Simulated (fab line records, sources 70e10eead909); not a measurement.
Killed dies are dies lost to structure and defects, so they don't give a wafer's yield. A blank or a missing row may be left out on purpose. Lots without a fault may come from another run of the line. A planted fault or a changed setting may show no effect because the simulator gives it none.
fab line records | flow nand_harc
record lots=24 wafers=72 last_day=33
route steps=1302 shown P_M0@282 P_M1@302 P_M2@349
lots that met no fault: from a run of the same line without faults
start_h: hours from the record's first day to the start of the lot's first wafer shown | wait_h: hours since the lot's step before | " the same as in the row above | L1.1+2: a row that stands for several wafers | - no value, or no start given | * or withheld: withheld | < > ~ a bound
route shown NAME@n: a module of which the file shows steps, and the number in the route of the first | usual: mean/standard deviation of fault-free wafers | same: alike in all rows | chamber/n: place in a boat | sites: the reading at each site | _std_site: their standard deviation | _edge_site: outer sites' mean less inner sites' | radius_mm: how far each site lies from the wafer's centre | mask NAME#n: copy n | behind: the tool/chamber that last shaped the wafer | hold: why the lot was held/for how many hours/how that ended | device: the transistor (n, p or np) that didn't switch | end of line: the same wafers' tests at the end of the route | a step without rows: its recipe alone | killed: dies lost to structure and defects at the first sort, not the wafer's yield | map: a wafer's dies, x killed, . not, _ none there
set.NAME: the setting as run; set.NAME@STEP: as run at that earlier step | model.NAME: the simulator's own value behind a step, which no gauge read
steps of the route over a sample of lots; a table a step, a row a wafer
services: from which hour (start_h, from the record's first day; less than 0 if before it) a tool's chamber was out of use, for how many hours, and why
## steps
# step NHARC_P_M0_INSPECT_27
# usual raw_defect_count=284/120
# columns lot.wafer tool chamber start_h wait_h raw_defect_count
L074.1 defect_inspect-01 - 128.22 0.0 294
L074.2 " - " " 219
L074.6 " - " " 334
L075.1 defect_inspect-02 - 132.84 0.0 192
L075.3 " - " " 151
L075.6 " - " " 153
L076.2 defect_inspect-01 - 142.06 0.0 247
L076.3 " - " " 291
L076.4 " - " " 285
L077.1 defect_inspect-01 - 152.77 0.0 412
L077.5 " - " " 148
L077.6 " - " " 367
L078.4 defect_inspect-02 - 170.83 0.0 272
L078.5 " - " " 259
L078.6 " - " " 369
L079.2 defect_inspect-02 - 173.94 0.0 117
L079.5 " - " " 132
L079.6 " - " " 95
L080.1 defect_inspect-01 - 186.12 0.0 168
L080.4 " - " " 315
L080.6 " - " " 282
L081.1 defect_inspect-01 - 193.41 0.0 322
L081.3 " - " " 246
L081.6 " - " " 298
L082.1 defect_inspect-01 - 209.06 0.0 522
L082.2 " - " " 306
L082.4 " - " " 280
L083.1 defect_inspect-01 - 209.38 0.0 288
L083.5 " - " " 223
L083.6 " - " " 267
L084.2 defect_inspect-01 - 229.36 0.0 334
L084.3 " - " " 462
L084.5 " - " " 460
L085.2 defect_inspect-02 - 241.54 0.0 291
L085.4 " - " " 122
L085.5 " - " " 169
L086.1 defect_inspect-01 - 243.94 0.0 235
L086.2 " - " " 250
L086.3 " - " " 237
L087.4 defect_inspect-02 - 254.11 0.0 127
L087.5 " - " " 312
L087.6 " - " " 188
L089.3 defect_inspect-01 - 268.98 0.1 256
L089.5 " - " " 293
L089.6 " - " " 199
L088.1 defect_inspect-01 - 270.00 0.0 355
L088.3 " - " " 217
L088.4 " - " " 270
L090.1 defect_inspect-01 - 293.18 0.0 279
L090.3 " - " " 242
L090.5 " - " " 150
L091.1 defect_inspect-01 - 295.32 0.0 206
L091.2 " - " " 291
L091.5 " - " " 210
L092.1 defect_inspect-02 - 312.46 0.0 209
L092.2 " - " " 219
L092.4 " - " " 123
L093.1 defect_inspect-02 - 321.24 0.0 143
L093.5 " - " " 179
L093.6 " - " " 394
L095.1 defect_inspect-02 - 331.40 0.0 502
L095.2 " - " " 468
L095.5 " - " " 520
L094.1 defect_inspect-01 - 332.61 0.0 296
L094.4 " - " " 207
L094.6 " - " " 519
L096.1 defect_inspect-02 - 342.05 0.0 321
L096.3 " - " " 472
L096.6 " - " " 632
L097.1 defect_inspect-01 - 356.11 0.0 367
L097.2 " - " " 310
L097.4 " - " " 224
# step NHARC_P_M1_STRIP_18
# recipe power_w=1000 n2_flow_sccm=150 h2_flow_sccm=150 ar_flow_sccm=0 bias_w=0 chemistry=N2/H2
# usual drypump_motor_current_A=5.6/0.55 oes_product_au=1.000/0.0084 rf_vpp_V=90.3/1 showerhead_plenum_p_Torr=2.01/0.068 throttle_valve_pct=14.171/0.0083
# columns lot.wafer tool chamber start_h wait_h drypump_motor_current_A oes_product_au rf_hours_counter_h rf_vpp_V showerhead_plenum_p_Torr throttle_valve_pct
L074.2 rie_diel-12 2 130.10 0.1 5.7 0.988 3 88.8 2.00 14.165
L074.1 " 3 " " 6.1 0.991 2 90.0 1.98 14.182
L074.6 " 1 " " 5.2 0.992 - 89.9 2.02 14.161
L075.3 rie_diel-13 2 134.94 0.1 5.7 1.015 10 89.9 1.98 14.153
L075.1 " 3 " " 5.0 1.011 10 89.7 1.93 14.185
L075.6 " 3 " " 5.0 1.002 - 89.5 1.93 14.172
L076.2 rie_diel-05 2 143.99 0.1 4.9 0.994 24 91.8 2.19 14.160
L076.3 " 0 " " 5.3 1.006 18 90.9 2.11 14.173
L076.4 " 1 " " 6.1 0.996 23 91.1 1.95 14.153
L077.1 rie_diel-13 3 154.61 0.1 4.9 0.995 12 90.4 1.93 14.173
L077.5 " 3 " " 5.0 1.019 - 89.3 1.93 14.163
L077.6 " 0 " " 6.5 1.006 - 89.7 1.95 14.169
L078.4 rie_diel-12 1 172.79 0.1 5.1 1.002 6 90.3 2.02 14.185
L078.5 " 1 " " 5.2 1.005 - 88.7 2.02 14.176
L078.6 " 2 " " 5.7 1.000 - 91.4 1.99 14.165
L079.2 rie_diel-13 1 175.96 0.1 5.2 1.009 0 90.2 2.05 14.171
L079.5 " 3 " " 4.9 1.005 - 89.1 1.92 14.161
L079.6 " 0 " " 6.5 1.000 - 89.2 1.95 14.168
L080.4 rie_diel-13 2 187.96 0.1 5.7 1.013 1 90.2 1.98 14.185
L080.1 " 0 " " 6.5 1.013 1 90.7 1.95 14.160
L080.6 " 3 " " 5.0 1.015 - 91.5 1.92 14.174
L081.1 rie_diel-12 2 195.60 0.1 5.7 0.998 7 91.4 1.99 14.163
L081.3 " 3 " " 6.0 0.984 7 89.9 1.98 14.167
L081.6 " 2 " " 5.7 1.002 - 90.2 1.99 14.176
L082.4 rie_diel-13 0 211.18 0.1 6.5 1.006 2 89.2 1.95 14.186
L082.1 " 1 " " 5.2 0.997 2 90.8 2.05 14.149
L082.2 " 2 " " 5.7 1.006 2 90.6 1.98 14.180
L083.1 rie_diel-05 3 211.34 0.1 5.4 1.001 46 91.9 1.99 14.170
L083.5 " 3 " " 5.3 0.999 - 89.5 1.99 14.180
L083.6 " 0 " " 5.2 0.998 - 90.6 2.10 14.179
L084.3 rie_diel-12 2 231.37 0.1 5.7 0.992 10 90.6 1.99 14.166
L084.2 " 3 " " 6.1 0.990 10 90.8 1.98 14.173
L084.5 " 2 " " 5.7 0.995 - 90.6 1.99 14.180
L085.2 rie_diel-13 3 243.43 0.1 4.9 1.007 4 90.2 1.92 14.174
L085.4 " 0 " " 6.5 1.001 4 89.3 1.95 14.180
L085.5 " 1 " " 5.2 1.010 - 90.8 2.05 14.170
L086.3 rie_diel-13 1 245.80 0.1 5.2 1.000 4 90.8 2.05 14.172
L086.1 " 2 " " 5.6 0.987 3 89.1 1.98 14.179
L086.2 " 3 " " 4.9 1.001 4 87.5 1.92 14.176
L087.4 rie_diel-13 0 256.09 0.1 6.5 0.997 5 88.0 1.95 14.171
L087.5 " 3 " " 4.9 1.005 - 88.4 1.92 14.172
L087.6 " 0 " " 6.5 1.002 - 90.9 1.95 14.173
L089.3 rie_diel-05 0 270.82 0.1 5.3 0.995 10 90.8 2.10 14.176
L089.6 " 3 " " 5.3 1.007 - 90.5 1.98 14.172
L089.5 " 0 " " 5.3 0.998 - 90.8 2.10 14.173
L088.1 rie_diel-13 3 272.17 0.1 4.9 1.021 6 89.0 1.92 14.174
L088.4 " 0 " " 6.5 1.011 6 89.7 1.95 14.159
L088.3 " 1 " " 5.2 1.005 6 90.4 2.05 14.163
L090.3 rie_diel-12 2 295.03 0.1 5.7 1.006 2 88.9 1.99 14.181
L090.1 " 3 " " 6.1 0.986 2 89.3 1.98 14.183
L090.5 " 1 " " 5.1 0.988 - 89.6 2.02 14.164
L091.1 rie_diel-12 1 297.60 0.1 5.2 0.982 2 90.1 2.02 14.167
L091.2 " 2 " " 5.7 0.983 3 91.1 1.99 14.169
L091.5 " 3 " " 6.1 0.993 - 89.8 1.97 14.161
L092.1 rie_diel-12 3 314.45 0.1 6.1 1.012 4 89.6 1.97 14.174
L092.4 " 0 " " 6.5 0.995 4 92.2 2.12 14.173
L092.2 " 1 " " 5.1 0.995 3 90.5 2.01 14.169
L093.1 rie_diel-12 2 323.04 0.1 5.7 0.990 4 89.7 1.99 14.165
L093.6 " 2 " " 5.7 1.001 - 91.4 1.99 14.172
L093.5 " 3 " " 6.1 0.989 - 91.7 1.97 14.160
L095.1 rie_diel-13 2 333.39 0.1 5.7 1.000 8 90.0 1.98 14.180
L095.2 " 0 " " 6.5 1.002 9 89.1 1.95 14.170
L095.5 " 2 " " 5.7 1.006 - 90.3 1.98 14.171
L094.1 rie_diel-05 1 334.61 0.1 6.1 1.004 32 87.6 1.93 14.168
L094.4 " 0 " " 5.3 0.997 32 91.7 2.09 14.175
L094.6 " 1 " " 6.1 1.001 - 91.1 1.93 14.166
L096.3 rie_diel-12 0 344.01 0.1 6.5 0.996 6 90.8 2.12 14.168
L096.1 " 2 " " 5.7 0.992 6 90.3 1.99 14.177
L096.6 " 0 " " 6.5 1.000 - 91.7 2.12 14.183
L097.2 rie_diel-05 1 358.27 0.1 6.1 0.991 43 89.0 1.92 14.174
L097.1 " 2 " " 4.9 0.990 43 91.8 2.16 14.181
L097.4 " 3 " " 5.4 0.993 39 91.9 1.97 14.169
# step NHARC_P_M1_PRE_CLEAN_30
# recipe time_s=30 temp_c=280 gas=H2/He
# usual heater_power_w=396/41
# columns lot.wafer tool chamber start_h wait_h heater_power_w
L074.1 pvd_sputter-03 - - - 447
L074.2 " - " " 334
L074.6 " - " " 370
L075.3 pvd_sputter-01 - - - 409
L075.1 " - " " 385
L075.6 " - " " 414
L076.4 pvd_sputter-03 - - - 346
L076.3 " - " " 388
L076.2 " - " " 443
L077.1 pvd_sputter-01 - - - 426
L077.6 " - " " 411
L077.5 " - " " 348
L078.4 pvd_sputter-01 - - - 436
L078.6 " - " " 415
L078.5 " - " " 362
L079.2 pvd_sputter-01 - - - 408
L079.5 " - " " 360
L079.6 " - " " 379
L080.1 pvd_sputter-01 - - - 401
L080.4 " - " " 357
L080.6 " - " " 420
L081.1 pvd_sputter-01 - - - 360
L081.3 " - " " 427
L081.6 " - " " 362
L082.2 pvd_sputter-02 - - - 340
L082.4 " - " " 407
L082.1 " - " " 483
L083.1 pvd_sputter-01 - - - 381
L083.6 " - " " 396
L083.5 " - " " 422
L084.3 pvd_sputter-03 - - - 469
L084.2 " - " " 343
L084.5 " - " " 387
L085.4 pvd_sputter-01 - - - 421
L085.2 " - " " 415
L085.5 " - " " 369
L086.2 pvd_sputter-02 - - - 409
L086.1 " - " " 338
L086.3 " - " " 355
L087.4 pvd_sputter-03 - - - 381
L087.6 " - " " 347
L087.5 " - " " 381
L089.3 pvd_sputter-03 - - - 395
L089.5 " - " " 392
L089.6 " - " " 454
L088.4 pvd_sputter-03 - - - 398
L088.3 " - " " 452
L088.1 " - " " 343
L090.1 pvd_sputter-03 - - - 391
L090.3 " - " " 378
L090.5 " - " " 447
L091.1 pvd_sputter-03 - - - 470
L091.2 " - " " 351
L091.5 " - " " 396
L092.1 pvd_sputter-01 - - - 439
L092.4 " - " " 425
L092.2 " - " " 370
L093.1 pvd_sputter-03 - - - 374
L093.6 " - " " 469
L093.5 " - " " 343
L095.1 pvd_sputter-03 - - - 335
L095.2 " - " " 378
L095.5 " - " " 390
L094.4 pvd_sputter-02 - - - 475
L094.1 " - " " 371
L094.6 " - " " 376
L096.1 pvd_sputter-01 - - - 364
L096.3 " - " " 425
L096.6 " - " " 378
L097.1 pvd_sputter-03 - - - 461
L097.4 " - " " 389
L097.2 " - " " 379
# step NHARC_P_M1_PVD_21
# recipe target_thk_a=300 chamber_pressure_pa=5 power_w=5000 substrate_temp_c=30 time_s=20.49 material=Cu
# usual throttle_valve_pct=29.8/1.1
# columns lot.wafer tool chamber start_h wait_h throttle_valve_pct
L074.1 pvd_sputter-03 - - - 28.9
L074.2 " - " " 28.5
L074.6 " - " " 30.0
L075.3 pvd_sputter-01 - - - 28.1
L075.1 " - " " 29.0
L075.6 " - " " 31.1
L076.3 pvd_sputter-03 - - - 28.7
L076.2 " - " " 30.1
L076.4 " - " " 29.2
L077.1 pvd_sputter-01 - - - 29.7
L077.6 " - " " 29.6
L077.5 " - " " 31.3
L078.4 pvd_sputter-01 - - - 31.0
L078.6 " - " " 28.5
L078.5 " - " " 29.2
L079.2 pvd_sputter-01 - - - 29.0
L079.6 " - " " 31.3
L079.5 " - " " 28.2
L080.4 pvd_sputter-01 - - - 30.0
L080.1 " - " " 31.1
L080.6 " - " " 29.3
L081.1 pvd_sputter-01 - - - 31.1
L081.3 " - " " 29.9
L081.6 " - " " 30.9
L082.4 pvd_sputter-02 - - - 30.8
L082.2 " - " " 31.0
L082.1 " - " " 31.2
L083.1 pvd_sputter-01 - - - 30.9
L083.6 " - " " 31.0
L083.5 " - " " 28.1
L084.2 pvd_sputter-03 - - - 28.5
L084.3 " - " " 30.9
L084.5 " - " " 30.0
L085.2 pvd_sputter-01 - - - 29.1
L085.4 " - " " 28.3
L085.5 " - " " 29.0
L086.1 pvd_sputter-02 - - - 31.0
L086.3 " - " " 32.8
L086.2 " - " " 31.1
L087.4 pvd_sputter-03 - - - 30.3
L087.5 " - " " 29.5
L087.6 " - " " 30.0
L089.3 pvd_sputter-03 - - - 30.8
L089.5 " - " " 29.7
L089.6 " - " " 28.5
L088.3 pvd_sputter-03 - - - 29.9
L088.4 " - " " 31.0
L088.1 " - " " 29.5
L090.1 pvd_sputter-03 - - - 31.2
L090.3 " - " " 28.5
L090.5 " - " " 29.3
L091.2 pvd_sputter-03 - - - 29.2
L091.1 " - " " 29.8
L091.5 " - " " 31.1
L092.2 pvd_sputter-01 - - - 31.2
L092.1 " - " " 29.0
L092.4 " - " " 29.9
L093.1 pvd_sputter-03 - - - 30.8
L093.5 " - " " 29.9
L093.6 " - " " 28.3
L095.2 pvd_sputter-03 - - - 29.9
L095.1 " - " " 28.1
L095.5 " - " " 30.6
L094.4 pvd_sputter-02 - - - 31.9
L094.1 " - " " 30.7
L094.6 " - " " 30.7
L096.3 pvd_sputter-01 - - - 31.1
L096.1 " - " " 29.2
L096.6 " - " " 28.2
L097.4 pvd_sputter-03 - - - 29.0
L097.1 " - " " 28.8
L097.2 " - " " 29.7
# step NHARC_P_M1_THK_MEAS_24
# recipe thk_meas_gauge=xrf
# usual thk_nm=157.6/1.3
# columns lot.wafer tool chamber start_h wait_h thk_nm
L074.1 film_metro-02 - 132.09 - 153.7
L074.2 " - " " 156.5
L074.6 " - " " 156.0
L075.1 film_metro-01 - 137.02 - 158.7
L075.3 " - " " 157.4
L075.6 " - " " 158.2
L076.2 film_metro-01 - 146.03 - 156.1
L076.3 " - " " 156.9
L076.4 " - " " 157.7
L077.1 film_metro-01 - 156.65 - 156.0
L077.5 " - " " 156.8
L077.6 " - " " 156.4
L078.4 film_metro-02 - 174.84 - 156.5
L078.5 " - " " 156.2
L078.6 " - " " 157.6
L079.2 film_metro-02 - 178.01 - 157.2
L079.5 " - " " 156.5
L079.6 " - " " 156.8
L080.1 film_metro-01 - 189.99 - 157.4
L080.4 " - " " 158.1
L080.6 " - " " 158.7
L081.1 film_metro-01 - 197.64 - 155.1
L081.3 " - " " 156.1
L081.6 " - " " 158.4
L082.1 film_metro-01 - 213.23 - 159.6
L082.2 " - " " 158.6
L082.4 " - " " 159.3
L083.1 film_metro-02 - 213.38 - 156.4
L083.5 " - " " 157.8
L083.6 " - " " 156.0
L084.2 film_metro-02 - 233.76 - 156.5
L084.3 " - " " 157.9
L084.5 " - " " 157.3
L085.2 film_metro-01 - 245.42 - 157.8
L085.4 " - " " 158.3
L085.5 " - " " 156.0
L086.1 film_metro-01 - 248.02 - 157.6
L086.2 " - " " 155.1
L086.3 " - " " 157.1
L087.4 film_metro-01 - 258.11 - 156.5
L087.5 " - " " 157.2
L087.6 " - " " 157.4
L089.3 film_metro-01 - 272.94 - 157.6
L089.5 " - " " 158.8
L089.6 " - " " 159.3
L088.1 film_metro-02 - 274.19 - 157.6
L088.3 " - " " 154.9
L088.4 " - " " 156.4
L090.1 film_metro-01 - 297.06 - 157.4
L090.3 " - " " 158.3
L090.5 " - " " 156.2
L091.1 film_metro-01 - 299.58 - 158.0
L091.2 " - " " 157.4
L091.5 " - " " 156.7
L092.1 film_metro-02 - 316.45 - 158.2
L092.2 " - " " 155.2
L092.4 " - " " 155.3
L093.1 film_metro-02 - 325.08 - 159.1
L093.5 " - " " 158.7
L093.6 " - " " 158.0
L095.1 film_metro-01 - 335.40 - 156.1
L095.2 " - " " 157.2
L095.5 " - " " 156.6
L094.1 film_metro-01 - 336.64 - 156.9
L094.4 " - " " 157.5
L094.6 " - " " 156.9
L096.1 film_metro-01 - 346.05 - 159.3
L096.3 " - " " 160.0
L096.6 " - " " 158.5
L097.1 film_metro-02 - 360.31 - 157.9
L097.2 " - " " 157.1
L097.4 " - " " 157.8
# step NHARC_P_M2_PRE_CLEAN_32
# recipe time_s=12 temp_c=370 rf_power_w=300 gas=NH3
# usual heater_power_w=631/98
# columns lot.wafer tool chamber start_h wait_h heater_power_w
L074.2 pecvd-02 0 136.46 0.1 832
L074.1 " 1 " " 543
L074.6 " 0 " " 841
L075.3 pecvd-03 0 141.44 0.1 680
L075.1 " 2 " " 587
L075.6 " 1 " " 634
L076.3 pecvd-02 2 150.50 0.1 653
L076.2 " 0 " " 826
L076.4 " 1 " " 567
L077.1 pecvd-01 2 161.05 0.1 518
L077.5 " 0 " " 612
L077.6 " 1 " " 674
L078.6 pecvd-03 2 179.12 0.1 568
L078.5 " 0 " " 674
L078.4 " 1 " " 575
L079.2 pecvd-03 0 182.45 0.1 633
L079.6 " 0 " " 627
L079.5 " 2 " " 581
L080.1 pecvd-02 2 194.26 0.1 612
L080.4 " 1 " " 649
L080.6 " 2 " " 589
L081.3 pecvd-01 1 202.02 0.1 630
L081.1 " 2 " " 528
L081.6 " 2 " " 527
L082.1 pecvd-02 2 217.67 0.2 638
L082.2 " 0 " " 922
L082.4 " 1 " " 635
L083.1 pecvd-01 1 217.76 0.1 601
L083.6 " 0 " " 569
L083.5 " 1 " " 605
L084.3 pecvd-01 2 238.18 0.1 514
L084.2 " 0 " " 539
L084.5 " 0 " " 530
L085.2 pecvd-02 1 249.79 0.1 623
L085.4 " 1 " " 629
L085.5 " 0 " " 861
L086.1 pecvd-01 1 252.41 0.1 644
L086.2 " 2 " " 494
L086.3 " 0 " " 593
L087.6 pecvd-03 2 262.57 0.1 557
L087.5 " 0 " " 647
L087.4 " 1 " " 534
L089.3 pecvd-03 2 277.40 0.1 589
L089.5 " 1 " " 578
L089.6 " 2 " " 593
L088.1 pecvd-03 2 278.67 0.1 585
L088.3 " 0 " " 578
L088.4 " 2 " " 576
L090.1 pecvd-02 0 301.86 0.1 932
L090.3 " 1 " " 680
L090.5 " 2 " " 682
L091.1 pecvd-01 0 304.07 0.1 612
L091.2 " 1 " " 659
L091.5 " 1 " " 659
L092.1 pecvd-02 1 320.97 0.1 677
L092.2 " 0 " " 863
L092.4 " 0 " " 888
L093.1 pecvd-03 1 329.87 0.1 585
L093.5 " 0 " " 699
L093.6 " 2 " " 551
L095.2 pecvd-01 2 339.79 0.1 530
L095.1 " 1 " " 665
L095.5 " 0 " " 639
L094.1 pecvd-01 0 341.03 0.1 650
L094.4 " 0 " " 639
L094.6 " 2 " " 495
L096.3 pecvd-01 1 350.65 0.1 625
L096.1 " 2 " " 494
L096.6 " 1 " " 624
L097.1 pecvd-01 2 364.79 0.1 550
L097.2 " 0 " " 607
L097.4 " 0 " " 610
## services
# columns tool chamber start_h hours kind
pecvd-01 - 123.48 12.3 repair
pvd_sputter-01 - 126.84 5.6 repair
rie_diel-13 1 132.66 11.3 repair
pecvd-01 - 135.85 13.0 pm
rie_diel-12 3 161.16 6.3 repair
rie_diel-13 - 165.00 9.0 pm
pvd_sputter-03 - 170.00 10.0 pm
pecvd-01 0 206.99 4.3 repair
rie_diel-12 0 221.18 11.2 repair
rie_diel-13 2 222.04 20.7 repair
pvd_sputter-01 - 226.02 10.0 pm
rie_diel-12 3 240.37 8.1 repair
rie_diel-13 3 247.59 6.3 repair
rie_diel-12 - 268.40 9.0 pm
pvd_sputter-03 - 279.82 1.2 repair
pvd_sputter-01 - 287.67 6.3 repair
rie_diel-13 1 306.66 2.6 repair
pecvd-01 - 316.85 13.0 pm
pvd_sputter-03 - 338.29 6.5 repair
rie_diel-13 - 342.00 9.0 pm
pvd_sputter-03 - 348.00 10.0 pm
pvd_sputter-01 - 348.72 1.4 repair
pvd_sputter-01 - 364.45 1.0 repair
pvd_sputter-03 - 364.69 0.9 repair
## key
fault none
